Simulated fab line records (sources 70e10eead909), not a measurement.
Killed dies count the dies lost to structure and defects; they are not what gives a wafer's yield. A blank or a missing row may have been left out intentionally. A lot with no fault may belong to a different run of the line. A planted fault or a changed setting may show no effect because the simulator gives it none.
fab line records	flow nandHarc
record: lots: 11	wafers: 31	lastDay: 24
route steps=1159 shown A_CONTACT@920 END@1159
lots that met no fault: taken from a fault-free run of the same line
startH: hours from the record's opening day to when the first of the lot's shown wafers began	waitH: hours from the lot's prior step to this one	" repeats the value in the row above	L1.1+2: a row that stands for several wafers	- no value, or no start given	* or withheld: withheld	< > ~ a bound
route shown NAME@n: names a module that has steps shown in the file, with the first one's number in the route	usual: mean and standard deviation over wafers with no fault	same: alike in all rows	chamber/n: place in a boat	sites: readings site by site	_std_site: standard deviation of those values	_edge_site: mean of outer sites minus mean of inner sites	radiusMm: how far each site lies from the wafer's centre	mask NAME#n: copy n	behind: the tool/chamber that last shaped the wafer	hold: what put the lot on hold/how long, in hours/how the hold closed	device: which transistor (n, p or np) failed to switch	end of line: the same wafers' tests at the end of the route	a step given without rows: its recipe and nothing more	killed: count of dies lost to structure and defects at first sort (not the wafer's yield)	map: dies across one wafer; x = killed, . = not, _ = none there
set.NAME: the setting the step ran with; set.NAME@STEP: the setting that earlier step ran with	model.NAME: the simulator's own value behind a step, which no gauge read
one table for each step of the route and one row for each wafer, over a sample of lots
services: when a tool's chamber went out of use (startH, in hours from the record's first day, below 0 if earlier), for how many hours, and the reason
== steps ==
step: NHARC_A_CONTACT_ETCH_106
recipe: targetDepthA: 600	overetchA: 60	timeS: 33	ionEnergyEv: 100	cf4FlowSccm: 80	o2FlowSccm: 20	arFlowSccm: 0	rfW: 300	biasW: 100	chemistry: CF4/O2
usual: drypumpMotorCurrentA: 5.7/0.4	oesProductAu: 0.997/0.0093	rfVppV: 197.3/1.3	runLengthS: 54.3/0.64	showerheadPlenumPTorr: 1.31/0.049	throttleValvePct: 13.396/0.0088
same: timeS: 33
lot.wafer	tool	chamber	startH	waitH	drypumpMotorCurrentA	oesProductAu	rfHoursCounterH	rfVppV	runLengthS	showerheadPlenumPTorr	throttleValvePct
L464.1	rieDiel-12	1	378.99	0.1	6.1	0.987	63	199.5	53.5	1.38	13.395
L464.2	"	0	"	"	5.8	0.988	57	197.1	54.4	1.32	13.411
L464.6	"	0	"	"	5.8	0.986	-	198.7	54.5	1.32	13.399
L463.2	rieDiel-03	0	381.59	0.1	6.2	1.003	35	196.3	55.0	1.29	13.397
L463.1	"	1	"	"	5.7	1.006	31	198.5	53.7	1.36	13.397
L463.6	"	0	"	"	6.3	1.009	-	197.7	55.0	1.29	13.412
L465.4	rieDiel-06	3	399.02	0.2	6.1	1.001	54	197.7	55.0	1.38	13.379
L465.1	"	2	"	"	6.2	1.007	53	198.0	53.9	1.36	13.388
L465.5	"	3	"	"	6.1	0.998	-	198.9	55.3	1.38	13.405
L468.3	rieDiel-06	1	411.23	0.1	5.9	0.998	62	198.2	54.6	1.37	13.409
L468.4	"	3	"	"	6.1	1.005	61	200.0	55.8	1.38	13.391
L471.1	rieDiel-03	3	426.93	0.1	5.5	1.001	5	196.9	54.8	1.24	13.393
L471.3	"	0	"	"	6.3	0.996	5	198.1	54.8	1.29	13.396
L471.5	"	3	"	"	5.6	1.002	-	195.4	54.4	1.24	13.409
L474.3	rieDiel-03	3	435.11	0.1	5.6	0.994	7	196.6	54.3	1.24	13.387
L474.1	"	0	"	"	6.3	0.987	7	196.4	55.7	1.28	13.400
L477.4	rieDiel-12	3	468.26	0.1	4.7	0.998	30	196.8	53.2	1.28	13.383
L477.2	"	0	"	"	5.9	1.003	30	198.7	53.9	1.32	13.398
L477.6	"	2	"	"	5.4	1.004	-	196.4	54.3	1.32	13.393
L484.3	rieDiel-03	0	491.56	0.1	6.3	0.995	19	195.8	55.1	1.28	13.414
L484.5	"	2	"	"	5.3	0.998	-	197.4	54.7	1.26	13.400
L484.6	"	3	"	"	5.6	1.007	-	195.9	54.2	1.24	13.409
L483.3	rieDiel-03	3	495.78	0.1	5.6	0.997	20	196.5	54.9	1.24	13.389
L483.4	"	2	"	"	5.3	1.012	19	195.0	54.2	1.26	13.398
L483.6	"	3	"	"	5.6	1.002	-	196.5	54.8	1.24	13.405
L486.2	rieDiel-03	0	506.37	0.1	6.3	0.992	21	196.5	55.0	1.28	13.391
L486.1	"	3	"	"	5.6	1.005	22	196.9	54.5	1.24	13.390
L486.6	"	1	"	"	5.7	0.991	-	199.6	53.8	1.35	13.412
L485.1	rieDiel-03	2	512.66	0.1	5.3	1.008	22	195.7	54.5	1.25	13.398
L485.4	"	3	"	"	5.6	1.003	23	195.5	54.4	1.24	13.388
L485.6	"	2	"	"	5.3	1.006	-	196.9	54.6	1.25	13.395
step: NHARC_A_CONTACT_STRIP_82
recipe: o2FlowSccm: 500	arFlowSccm: 0	biasW: 0	chemistry: O2
usual: drypumpMotorCurrentA: 5.7/0.42	oesProductAu: 0.998/0.0092	rfVppV: 57.6/0.88	showerheadPlenumPTorr: 3.46/0.12	throttleValvePct: 17.036/0.009
lot.wafer	tool	chamber	startH	waitH	drypumpMotorCurrentA	oesProductAu	rfHoursCounterH	rfVppV	showerheadPlenumPTorr	throttleValvePct
L464.2	rieDiel-12	3	-	-	4.7	0.994	63	58.4	3.42	17.055
L464.1	"	0	"	"	5.9	0.986	57	57.9	3.50	17.039
L464.6	"	0	"	"	5.8	0.988	-	57.8	3.50	17.022
L463.1	rieDiel-03	2	-	-	5.4	1.005	31	58.4	3.34	17.037
L463.2	"	0	"	"	6.3	1.011	35	56.6	3.41	17.024
L463.6	"	2	"	"	5.4	1.009	-	58.9	3.34	17.035
L465.4	rieDiel-06	1	-	-	5.9	0.984	56	57.1	3.62	17.040
L465.1	"	2	"	"	6.1	1.015	53	56.4	3.58	17.035
L465.5	"	0	"	"	5.2	1.002	-	58.0	3.45	17.028
L468.4	rieDiel-06	3	-	-	6.1	0.995	61	57.5	3.65	17.023
L468.3	"	0	"	"	5.2	0.986	62	58.8	3.44	17.037
L471.3	rieDiel-03	0	-	-	6.3	0.992	5	57.5	3.40	17.023
L471.1	"	2	"	"	5.4	1.012	4	56.0	3.34	17.026
L471.5	"	3	"	"	5.6	1.003	-	56.5	3.29	17.027
L474.3	rieDiel-03	3	-	-	5.6	1.002	7	56.7	3.29	17.037
L474.1	"	0	"	"	6.3	0.998	7	59.3	3.40	17.025
L477.4	rieDiel-12	1	-	-	6.1	0.984	31	58.8	3.62	17.028
L477.2	"	2	"	"	5.5	0.995	26	59.2	3.49	17.047
L477.6	"	3	"	"	4.8	0.992	-	57.0	3.40	17.037
L484.3	rieDiel-03	1	-	-	5.7	0.987	19	58.2	3.58	17.033
L484.5	"	1	"	"	5.7	1.001	-	59.1	3.57	17.030
L484.6	"	2	"	"	5.4	0.995	-	55.2	3.33	17.047
L483.3	rieDiel-03	3	-	-	5.6	1.006	20	57.1	3.28	17.041
L483.4	"	0	"	"	6.3	0.994	20	58.1	3.39	17.059
L483.6	"	3	"	"	5.6	1.009	-	56.5	3.28	17.030
L486.1	rieDiel-03	2	-	-	5.4	0.997	21	57.3	3.33	17.052
L486.2	"	1	"	"	5.7	0.980	21	57.8	3.57	17.029
L486.6	"	3	"	"	5.6	0.987	-	57.2	3.28	17.027
L485.4	rieDiel-03	3	-	-	5.6	1.008	23	56.7	3.28	17.029
L485.1	"	1	"	"	5.7	1.001	22	58.4	3.57	17.035
L485.6	"	3	"	"	5.6	1.007	-	56.2	3.28	17.036
step: NHARC_A_CONTACT_ETCH_30
recipe: targetDepthA: 605	timeS: 30.2	cf4FlowSccm: 100	chf3FlowSccm: 30	arFlowSccm: 0	rfW: 500	biasW: 200	chemistry: CF4/CHF3
usual: drypumpMotorCurrentA: 5.7/0.4	oesProductAu: 0.932/0.02	rfVppV: 369.7/1.9	runLengthS: 51.5/0.6	showerheadPlenumPTorr: 1.55/0.055	throttleValvePct: 16.801/0.01
lot.wafer	tool	chamber	startH	waitH	drypumpMotorCurrentA	oesProductAu	rfHoursCounterH	rfVppV	runLengthS	showerheadPlenumPTorr	throttleValvePct
L464.1	rieDiel-06	1	383.78	-	5.8	0.902	50	373.0	51.4	1.62	16.807
L464.2	"	3	"	"	6.1	0.928	47	372.1	52.6	1.63	16.795
L464.6	"	1	"	"	5.8	0.919	-	372.0	51.4	1.62	16.793
L463.1	rieDiel-03	1	385.09	-	5.7	0.919	32	370.9	50.7	1.60	16.802
L463.2	"	2	"	"	5.3	0.924	31	368.0	52.0	1.49	16.800
L463.6	"	1	"	"	5.7	0.918	-	372.1	50.7	1.60	16.809
L465.1	rieDiel-03	0	403.57	-	6.3	0.928	0	368.4	52.1	1.52	16.814
L465.5	"	0	"	"	6.3	0.929	-	368.7	52.5	1.52	16.794
L465.4	"	1	"	"	5.7	0.931	-	370.2	50.7	1.60	16.800
L468.3	rieDiel-03	2	414.71	-	5.3	1.003	2	371.1	51.5	1.49	16.810
L468.4	"	1	"	"	5.7	0.955	3	371.6	43.9	1.60	16.794
L471.3	rieDiel-03	1	431.11	-	5.7	0.920	5	370.5	51.1	1.60	16.799
L471.1	"	3	"	"	5.6	0.927	5	367.8	44.4	1.46	16.803
L471.5	"	0	"	"	6.3	0.910	-	368.4	52.1	1.52	16.797
L474.1	rieDiel-03	0	438.50	-	6.3	0.917	8	370.3	45.8	1.52	16.811
L474.3	"	3	"	"	5.5	0.923	8	365.1	51.5	1.46	16.796
L477.4	rieDiel-06	1	473.36	-	5.9	0.930	15	371.9	51.8	1.61	16.803
L477.2	"	0	"	"	5.2	0.940	15	369.7	50.3	1.53	16.785
L477.6	"	1	"	"	5.9	0.935	-	372.1	51.4	1.61	16.809
L484.3	rieDiel-12	1	497.58	-	6.0	0.964	41	369.7	50.6	1.61	16.797
L484.6	"	1	"	"	6.0	0.955	-	372.7	50.8	1.61	16.793
L484.5	"	2	"	"	5.4	0.979	-	369.4	51.5	1.55	16.795
L483.4	rieDiel-03	3	499.72	-	5.6	0.925	21	366.4	51.5	1.46	16.798
L483.3	"	0	"	"	6.3	0.928	20	368.9	52.0	1.51	16.807
L483.6	"	3	"	"	5.5	0.927	-	367.4	51.9	1.46	16.793
L486.1	rieDiel-12	3	510.72	-	4.7	0.923	48	368.7	50.6	1.51	16.801
L486.2	"	2	"	"	5.4	0.932	44	372.3	52.1	1.55	16.801
L486.6	"	3	"	"	4.7	0.923	-	367.6	50.5	1.51	16.776
L485.1	rieDiel-06	0	516.33	-	5.2	0.935	28	366.7	51.0	1.53	16.804
L485.4	"	2	"	"	6.2	0.939	30	370.6	51.4	1.59	16.807
L485.6	"	3	"	"	6.1	0.926	-	372.0	52.4	1.62	16.800
step: NHARC_A_CONTACT_ETCH_98
recipe: targetDepthA: 200	overEtchFrac: 0.5	timeS: 10	ionEnergyEv: 250	c4f6FlowSccm: 25	o2FlowSccm: 20	arFlowSccm: 500	rfW: 600	biasW: 500	chemistry: C4F6/O2
usual: drypumpMotorCurrentA: 5.7/0.44	oesProductAu: 0.964/0.025	rfVppV: 545.6/2.7	runLengthS: 31.0/0.51	showerheadPlenumPTorr: 3.86/0.12	throttleValvePct: 26.902/0.0081
same: timeS: 10
lot.wafer	tool	chamber	startH	waitH	drypumpMotorCurrentA	oesProductAu	rfHoursCounterH	rfVppV	runLengthS	showerheadPlenumPTorr	throttleValvePct
L464.2	rieDiel-03	1	-	-	5.7	0.951	32	548.2	30.4	3.99	26.908
L464.1	"	2	"	"	5.4	0.957	32	542.4	31.6	3.72	26.899
L464.6	"	1	"	"	5.7	0.946	-	547.4	30.8	3.99	26.920
L463.2	rieDiel-03	2	-	-	5.4	0.945	32	542.1	31.2	3.72	26.907
L463.1	"	3	"	"	5.6	0.963	36	541.8	31.1	3.67	26.890
L463.6	"	3	"	"	5.6	0.951	-	540.7	30.9	3.67	26.905
L465.1	rieDiel-03	3	405.48	0.1	5.6	0.947	1	540.7	31.2	3.67	26.908
L465.5	"	3	"	"	5.6	0.944	-	542.4	31.2	3.67	26.916
L465.4	"	0	"	"	6.3	0.927	-	543.1	31.8	3.79	26.903
L468.4	rieDiel-12	3	-	-	4.7	0.951	12	544.7	30.4	3.79	26.905
L468.3	"	0	"	"	5.8	0.955	11	547.0	31.1	3.89	26.903
L471.3	rieDiel-03	0	-	-	6.3	0.950	6	545.4	31.4	3.79	26.889
L471.1	"	1	"	"	5.7	0.964	6	549.5	30.4	3.98	26.910
L471.5	"	3	"	"	5.6	0.958	-	542.1	31.2	3.66	26.882
L474.3	rieDiel-06	0	-	-	5.2	0.991	4	545.8	30.2	3.83	26.895
L474.1	"	1	"	"	5.9	0.988	4	548.4	31.4	4.02	26.891
L477.4	rieDiel-03	3	-	-	5.6	0.990	17	541.7	31.0	3.66	26.895
L477.2	"	0	"	"	6.3	0.974	16	544.6	31.6	3.78	26.918
L477.6	"	3	"	"	5.6	0.994	-	541.3	31.4	3.66	26.897
L484.3	rieDiel-03	1	-	-	5.7	0.929	20	547.5	31.0	3.97	26.905
L484.5	"	1	"	"	5.7	0.925	-	546.2	30.8	3.97	26.905
L484.6	"	2	"	"	5.3	0.936	-	543.9	31.2	3.71	26.885
L483.4	rieDiel-06	3	-	-	6.1	0.949	27	549.9	31.8	4.03	26.909
L483.3	"	0	"	"	5.2	0.962	24	544.1	30.1	3.82	26.903
L483.6	"	3	"	"	6.1	0.952	-	549.2	32.2	4.03	26.906
L486.1	rieDiel-06	3	-	-	6.1	1.011	29	548.7	32.4	4.03	26.898
L486.2	"	0	"	"	5.2	1.003	27	545.2	30.1	3.81	26.894
L486.6	"	3	"	"	6.1	1.006	-	549.8	31.5	4.03	26.910
L485.1	rieDiel-12	1	518.08	0.1	6.0	0.984	47	548.9	30.9	4.01	26.899
L485.4	"	3	"	"	4.7	0.994	-	544.7	30.3	3.77	26.903
L485.6	"	0	"	"	5.9	0.997	-	546.5	30.8	3.87	26.910
step: NHARC_END_SORT_01
recipe: tempC: 25
usual: killedAtArray: 29/8.4	killedAtOther: 0.7/1.2	killedAtPeriphery: 3.8/2.1	killedDies: 33/9	killedOpen: 3.4/2	killedShort: 2.1/1.4
same: grossDies: 677
lot.wafer	tool	chamber	startH	waitH	killedAtArray	killedAtOther	killedAtPeriphery	killedDies	killedOpen	killedShort
L468.3	prober-02	0	504.86	3.1	15	0	1	16	2	0
L468.4	prober-02	0	505.67	3.4	256	0	2	258	4	4
L471.1	prober-01	0	511.08	2.5	249	0	2	251	4	2
L471.3	prober-01	0	512.70	3.1	23	0	0	23	2	5
L471.5	prober-01	0	514.31	3.7	22	0	4	26	5	0
L474.1	prober-02	0	518.89	2.5	265	0	5	270	3	1
L474.3	prober-02	0	520.48	3.1	21	0	1	22	4	1
killed by level:class
L468.3 A_CHANNEL_HOLE_D1:chamberFilmFlake=6 A_CONTACT:chamberFilmFlake=4 A_STAIRCASE:chamberFilmFlake=2 P_CONTACT:geometricParticle:open=1 A_BLC:geometricParticle:open=1 A_ZERO_WELL:chamberFilmFlake=1 A_CHANNEL_FILL_D1:chamberFilmFlake=1
L468.4 A_CONTACT:areaEtch=240 A_CONTACT:chamberFilmFlake=4 A_ZERO_WELL:chamberFilmFlake=2 A_CHANNEL_HOLE_D1:chamberFilmFlake=2 P_STI:geometricParticle:open=1 P_CONTACT:geometricParticle:short=1 A_SOURCE_PLATE:geometricParticle:short=1 A_CHANNEL_FILL_D1:geometricParticle:short=1
L471.1 A_CONTACT:areaEtch=227 A_SLIT:chamberFilmFlake=12 A_CHANNEL_HOLE_D1:chamberFilmFlake=4 A_WL_FILL:geometricParticle:short=2 P_M2:geometricParticle:open=1 A_CHANNEL_HOLE_D1:geometricParticle:open=1 A_WL_FILL:geometricParticle:open=1 A_BLC:geometricParticle:open=1
L471.3 A_SLIT:chamberFilmFlake=10 A_CHANNEL_HOLE_D1:chamberFilmFlake=5 A_WL_FILL:geometricParticle:short=4 A_WL_FILL:geometricParticle:open=1 A_CONTACT:geometricParticle:short=1 A_M0:geometricParticle:open=1 A_STAIRCASE:chamberFilmFlake=1
L471.5 A_SLIT:chamberFilmFlake=13 A_CHANNEL_HOLE_D1:chamberFilmFlake=6 P_CONTACT:geometricParticle:open=1 P_M1:geometricParticle:open=1 A_CHANNEL_HOLE_D1:geometricParticle:open=1 A_CONTACT:geometricParticle:open=1 A_BONDPAD:geometricParticle:open=1 P_STI:chamberFilmFlake=1
L474.1 A_CONTACT:areaEtch=246 A_SLIT:chamberFilmFlake=11 A_CHANNEL_HOLE_D1:chamberFilmFlake=3 A_CONTACT:chamberFilmFlake=3 P_GATE:geometricParticle:open=1 P_M0:geometricParticle:open=1 P_M0:geometricParticle:short=1 A_ONON_D1:geometricParticle:open=1
L474.3 A_SLIT:chamberFilmFlake=10 A_CONTACT:chamberFilmFlake=3 A_ONON_D1:geometricParticle:open=2 A_CHANNEL_HOLE_D1:chamberFilmFlake=2 A_CHANNEL_FILL_D1:geometricParticle:open=1 A_WL_FILL:geometricParticle:short=1 A_M1:geometricParticle:open=1 P_CONTACT:chamberFilmFlake=1
== services ==
tool	chamber	startH	hours	kind
rieDiel-03	1	368.54	-	consumableReplace:focusRing
rieDiel-03	1	368.54	9.0	scheduledDown
rieDiel-03	1	368.54	9.0	ventCycle
rieDiel-03	0	372.07	-	clean
rieDiel-03	2	372.07	-	clean
rieDiel-03	3	372.07	-	clean
rieDiel-12	2	373.74	7.6	repair
rieDiel-12	-	379.46	9.0	pm
rieDiel-06	2	381.35	7.2	repair
rieDiel-03	-	392.33	9.0	pm
rieDiel-03	0	392.33	9.0	ventCycle
rieDiel-03	1	392.33	9.0	ventCycle
rieDiel-03	2	392.33	13.3	ventCycle
rieDiel-03	3	392.33	9.0	ventCycle
rieDiel-03	0	401.33	-	clean
rieDiel-03	1	401.33	-	clean
rieDiel-03	3	401.33	-	clean
rieDiel-06	3	412.97	5.3	repair
rieDiel-06	0	415.46	5.6	repair
rieDiel-06	-	418.30	9.0	pm
rieDiel-12	2	429.66	12.4	repair
rieDiel-03	-	458.90	0.2	repair
rieDiel-12	0	470.14	6.4	repair
rieDiel-12	1	473.86	5.9	repair
== key ==
firstSign: step: NHARC_A_CONTACT_ETCH_30	reading: runLengthS	direction: down	sigmas: 11	usual: *	struck: *
effect: step: NHARC_END_SORT_01	reading: killedAtArray	direction: up	sigmas: 27	usual: 29	struck: 257
moreKillsBornAt: NHARC_A_CONTACT_ETCH_30@rieDiel-03: 713
metAt NHARC_A_CONTACT_ETCH_30
struckLots L468,L471,L474
struckWafers L468.4,L471.1,L474.1
testerLeftOut L468,L471,L474
notActingAt NHARC_A_CONTACT_ETCH_106,NHARC_A_CONTACT_STRIP_82,NHARC_A_CONTACT_ETCH_98
onsetBetween 403.57 414.71
fault: kind: processParameterDrift	tool: rieDiel-03	chamber: -	onsetH: 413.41	steps: NHARC_A_CONTACT_ETCH_30	channel: timeS	offset: *	shape: step	endH: 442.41	scope: struckWafersOnly	actsIn: *	stated: *
testerLeftOut: of these lots the tester's yield and bins aren't shown, on N5 and GAA mostly nor the transistor test; their killed dies are dies lost to structure and defects alone, not to doping, threshold or leakage, so they don't give the yield
